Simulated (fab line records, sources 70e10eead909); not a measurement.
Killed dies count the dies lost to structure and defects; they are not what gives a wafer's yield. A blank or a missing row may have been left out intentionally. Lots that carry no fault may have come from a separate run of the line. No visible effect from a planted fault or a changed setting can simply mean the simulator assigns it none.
fab line records	flow nand_harc	part 2 of 2: steps 5 to 6 of 6
record: lots: 21	wafers: 63	last_day: 24
route steps=1159 shown A_STAIRCASE@548
lots with no fault: from the same line, run without faults
start_h: the number of hours between the record's first day and the start of the first shown wafer of the lot	wait_h: time in hours since the lot's previous step	" repeats the value in the row above	L1.1+2: one row covering several wafers at once	- either no value or no given start	* or withheld: withheld	< > ~ a bound
route shown NAME@n: names a module that has steps shown in the file, with the first one's number in the route	usual: average and standard deviation across the fault-free wafers	same: alike in all rows	chamber/n: place in a boat	sites: the reading at each site	_std_site: their standard deviation	_edge_site: mean of outer sites minus mean of inner sites	radius_mm: how far each site lies from the wafer's centre	mask NAME#n: copy n	behind: the last tool/chamber to shape the wafer	hold: the reason the lot was held/the length of the hold in hours/how it ended	device: which transistor (n, p or np) failed to switch	end of line: the route-end tests of the same wafers	a step given without rows: its recipe and nothing more	killed: dies that structure and defects cost at the first sort, which is not the same as the wafer's yield	map: a wafer's dies, marking killed ones x, the rest . and places with no die _
set.NAME: setting as actually run; set.NAME@STEP: the setting as run at that earlier step	model.NAME: the simulator's own value behind a step, which no gauge read
the route's steps for a sample of lots (tables are steps, rows are wafers)
services: the hour from which a tool's chamber was out of use, counted from the record's first day as start_h (under 0 if before that day), plus the number of hours and why
== steps ==
step: NHARC_A_STAIRCASE_TRIM_200
recipe: time_s: 211.2	o2_flow_sccm: 500	ar_flow_sccm: 0	bias_w: 0	chemistry: O2
usual: drypump_motor_current_A: 5.6/0.53	oes_product_au: 0.998/0.011	rf_vpp_V: 57.8/0.89	showerhead_plenum_p_Torr: 3.56/0.15	throttle_valve_pct: 17.039/0.0081
lot.wafer	tool	chamber	start_h	wait_h	drypump_motor_current_A	oes_product_au	rf_hours_counter_h	rf_vpp_V	showerhead_plenum_p_Torr	throttle_valve_pct
L074.1	rie_diel-08	3	-	-	6.0	0.994	45	55.9	3.65	17.041
L074.6	"	1	"	"	5.2	1.001	-	56.1	3.46	17.042
L074.5	"	2	"	"	5.6	1.014	-	57.4	3.28	17.035
L075.4	rie_diel-02	3	-	-	6.6	1.014	33	56.9	3.38	17.043
L075.1	"	0	"	"	4.9	0.999	32	57.7	3.79	17.029
L075.2	"	2	"	"	6.5	1.016	23	57.4	3.61	17.033
L076.4	rie_diel-01	3	-	-	5.1	1.011	36	59.1	3.61	17.052
L076.3	"	1	"	"	5.6	1.030	37	56.8	3.55	17.038
L076.5	"	3	"	"	5.1	1.004	-	57.8	3.61	17.033
L079.4	rie_diel-01	0	-	-	6.0	0.983	39	59.1	3.79	17.042
L079.1	"	2	"	"	5.5	0.977	39	56.8	3.50	17.043
L079.5	"	0	"	"	6.0	0.978	-	56.0	3.79	17.034
L080.3	rie_diel-01	2	-	-	5.6	0.993	42	57.3	3.49	17.052
L080.5	"	3	"	"	5.0	1.004	-	58.8	3.61	17.044
L080.6	"	0	"	"	6.0	0.979	-	57.2	3.78	17.035
L081.3	rie_diel-08	1	-	-	5.2	0.996	58	58.2	3.46	17.033
L081.4	"	3	"	"	6.0	0.998	61	57.7	3.64	17.023
L081.6	"	0	"	"	5.6	0.981	-	58.0	3.60	17.033
L082.3	rie_diel-02	0	-	-	4.9	0.996	49	58.4	3.78	17.037
L082.2	"	1	"	"	5.2	0.974	37	56.9	3.34	17.045
L082.6	"	3	"	"	6.6	0.998	-	56.2	3.38	17.046
L083.2	rie_diel-02	2	-	-	6.5	0.993	43	59.4	3.60	17.048
L083.1	"	1	"	"	5.2	0.989	38	57.7	3.34	17.037
L083.5	"	3	"	"	6.7	1.001	-	56.7	3.37	17.044
L086.2	rie_diel-01	1	-	-	5.6	1.008	57	57.2	3.54	17.043
L086.3	"	2	"	"	5.6	0.989	57	58.4	3.49	17.042
L086.4	"	0	"	"	6.0	0.993	54	58.6	3.78	17.034
L084.2	rie_diel-08	1	-	-	5.2	1.002	3	58.9	3.45	17.023
L084.1	"	3	"	"	6.0	1.010	2	56.9	3.63	17.051
L084.5	"	1	"	"	5.2	1.011	-	56.7	3.45	17.038
L085.3	rie_diel-08	1	-	-	5.2	0.996	4	56.9	3.45	17.039
L085.4	"	2	"	"	5.6	0.997	4	57.9	3.81	17.033
L085.1	"	3	"	"	6.0	1.000	4	57.2	3.63	17.042
L087.2	rie_diel-02	1	-	-	5.2	0.991	47	57.7	3.34	17.031
L087.3	"	2	"	"	6.5	0.991	51	58.0	3.60	17.036
L087.1	"	3	"	"	6.6	0.989	61	58.1	3.37	17.048
L090.2	rie_diel-01	1	-	-	5.6	1.023	3	58.8	3.53	17.037
L090.3	"	2	"	"	5.6	0.984	4	57.4	3.48	17.038
L090.6	"	2	"	"	5.5	0.987	-	56.0	3.48	17.038
L089.2	rie_diel-08	1	-	-	5.2	0.998	14	57.8	3.44	17.032
L089.4	"	2	"	"	5.7	0.993	13	58.4	3.80	17.024
L089.5	"	1	"	"	5.2	0.994	-	58.7	3.44	17.040
L088.2	rie_diel-08	3	-	-	6.0	1.001	13	57.6	3.63	17.032
L088.3	"	0	"	"	5.6	1.007	15	59.7	3.59	17.042
L088.6	"	2	"	"	5.7	0.999	-	57.1	3.80	17.041
L091.3	rie_diel-01	0	-	-	6.0	0.994	7	58.5	3.77	17.054
L091.4	"	1	"	"	5.6	1.022	-	55.9	3.53	17.052
L091.6	"	3	"	"	5.0	0.986	-	58.9	3.60	17.052
L092.2	rie_diel-02	3	-	-	6.6	1.012	3	59.4	3.37	17.045
L092.4	"	1	"	"	5.2	0.993	2	57.1	3.33	17.049
L092.5	"	0	"	"	4.9	1.007	-	56.7	3.77	17.044
L093.2	rie_diel-02	0	-	-	4.9	1.002	4	58.3	3.77	17.041
L093.3	"	2	"	"	6.5	0.987	4	58.7	3.59	17.031
L093.5	"	1	"	"	5.3	0.986	-	58.1	3.33	17.034
L094.4	rie_diel-01	1	-	-	5.7	1.001	15	57.6	3.53	17.053
L094.1	"	3	"	"	5.1	0.990	17	58.2	3.59	17.049
L094.6	"	2	"	"	5.5	0.989	-	58.2	3.48	17.033
L095.1	rie_diel-02	3	-	-	6.6	0.998	9	58.3	3.36	17.051
L095.4	"	0	"	"	4.9	1.017	9	58.4	3.77	17.048
L095.6	"	0	"	"	4.9	1.017	-	58.8	3.77	17.044
L097.1	rie_diel-02	1	-	-	5.2	0.975	12	56.6	3.33	17.036
L097.4	"	3	"	"	6.7	1.012	14	56.8	3.36	17.027
L097.6	"	0	"	"	4.9	1.004	-	58.3	3.77	17.018
step: NHARC_A_STAIRCASE_ETCH_203
recipe: target_depth_a: 1000	time_s: 40.5	ion_energy_ev: 400	c4f8_flow_sccm: 20	o2_flow_sccm: 10	ar_flow_sccm: withheld	rf_w: 600	bias_w: 1000	chemistry: C4F8/O2
usual: oes_product_au: 0.941/0.013	rf_vpp_V: 897/5.5
lot.wafer	tool	chamber	start_h	wait_h	oes_product_au	rf_hours_counter_h	rf_vpp_V
L075.2	rie_diel-02	2	-	-	0.938	23	899
L075.1	"	3	"	"	0.927	33	891
L075.4	"	1	"	"	0.925	32	891
L074.1	rie_diel-08	0	-	-	0.930	45	900
L074.5	"	3	"	"	0.949	-	901
L074.6	"	0	"	"	0.946	-	900
L076.3	rie_diel-01	0	-	-	0.935	37	904
L076.4	"	2	"	"	0.938	36	894
L076.5	"	1	"	"	0.965	-	894
L079.4	rie_diel-01	2	-	-	0.943	39	894
L079.1	"	3	"	"	0.947	39	900
L079.5	"	1	"	"	0.958	-	897
L080.3	rie_diel-01	2	-	-	0.955	42	894
L080.5	"	0	"	"	0.925	-	905
L080.6	"	1	"	"	0.960	-	896
L081.3	rie_diel-08	2	-	-	0.949	58	888
L081.4	"	1	"	"	0.935	59	895
L081.6	"	3	"	"	0.959	-	899
L082.2	rie_diel-02	0	-	-	0.951	49	907
L082.3	"	1	"	"	0.927	37	890
L082.6	"	3	"	"	0.956	-	891
L083.1	rie_diel-02	3	-	-	0.945	52	891
L083.2	"	2	"	"	0.958	43	898
L083.5	"	3	"	"	0.936	-	891
L086.3	rie_diel-01	1	-	-	0.957	57	897
L086.2	"	2	"	"	0.939	57	894
L086.4	"	3	"	"	0.956	55	899
L084.1	rie_diel-08	3	-	-	0.950	3	901
L084.2	"	1	"	"	0.965	3	893
L084.5	"	3	"	"	0.953	-	899
L085.4	rie_diel-08	3	-	-	0.949	4	899
L085.1	"	0	"	"	0.932	4	899
L085.3	"	2	"	"	0.959	4	905
L087.2	rie_diel-02	3	-	-	0.926	61	889
L087.3	"	1	"	"	0.916	48	889
L087.1	"	2	"	"	0.933	52	898
L090.2	rie_diel-01	1	-	-	0.948	4	896
L090.3	"	2	"	"	0.908	5	894
L090.6	"	1	"	"	0.943	-	896
L089.2	rie_diel-08	3	-	-	0.937	13	900
L089.4	"	1	"	"	0.940	14	893
L089.5	"	3	"	"	0.942	-	900
L088.3	rie_diel-08	2	-	-	0.921	14	906
L088.2	"	1	"	"	0.911	15	891
L088.6	"	3	"	"	0.909	-	900
L091.3	rie_diel-01	1	-	-	0.968	7	898
L091.6	"	3	"	"	0.943	-	897
L091.4	"	0	"	"	0.954	-	904
L092.4	rie_diel-02	0	-	-	0.952	3	905
L092.2	"	3	"	"	0.963	3	890
L092.5	"	1	"	"	0.923	-	889
L093.3	rie_diel-02	1	-	-	0.931	4	889
L093.2	"	3	"	"	0.970	5	889
L093.5	"	1	"	"	0.928	-	887
L094.1	rie_diel-01	0	-	-	0.937	15	905
L094.4	"	3	"	"	0.939	17	899
L094.6	"	1	"	"	0.953	-	896
L095.4	rie_diel-02	2	-	-	0.932	9	897
L095.1	"	1	"	"	0.936	8	889
L095.6	"	3	"	"	0.946	-	889
L097.4	rie_diel-02	2	-	-	0.942	13	898
L097.1	"	3	"	"	0.949	14	891
L097.6	"	3	"	"	0.949	-	890
== services ==
tool	chamber	start_h	hours	kind
rie_diel-01	3	213.66	4.4	repair
rie_diel-02	0	233.33	-	clean
rie_diel-02	1	233.33	-	clean
rie_diel-02	2	233.33	-	clean
rie_diel-02	3	233.33	-	clean
rie_diel-01	3	240.27	4.8	repair
rie_diel-01	2	241.03	3.9	repair
rie_diel-02	1	250.78	36.2	repair
rie_diel-02	0	257.84	-	clean
rie_diel-02	2	257.84	-	clean
rie_diel-02	3	257.84	-	clean
rie_diel-02	0	282.34	-	clean
rie_diel-02	2	282.34	-	clean
rie_diel-02	3	282.34	-	clean
rie_diel-08	-	301.86	9.0	pm
rie_diel-02	0	306.84	-	clean
rie_diel-02	1	306.84	-	clean
rie_diel-02	2	306.84	-	clean
rie_diel-02	3	306.84	-	clean
rie_diel-02	0	307.41	9.1	repair
rie_diel-01	-	315.37	9.0	pm
rie_diel-02	-	327.83	9.0	pm
rie_diel-02	0	327.83	9.0	vent_cycle
rie_diel-01	2	340.21	7.5	repair
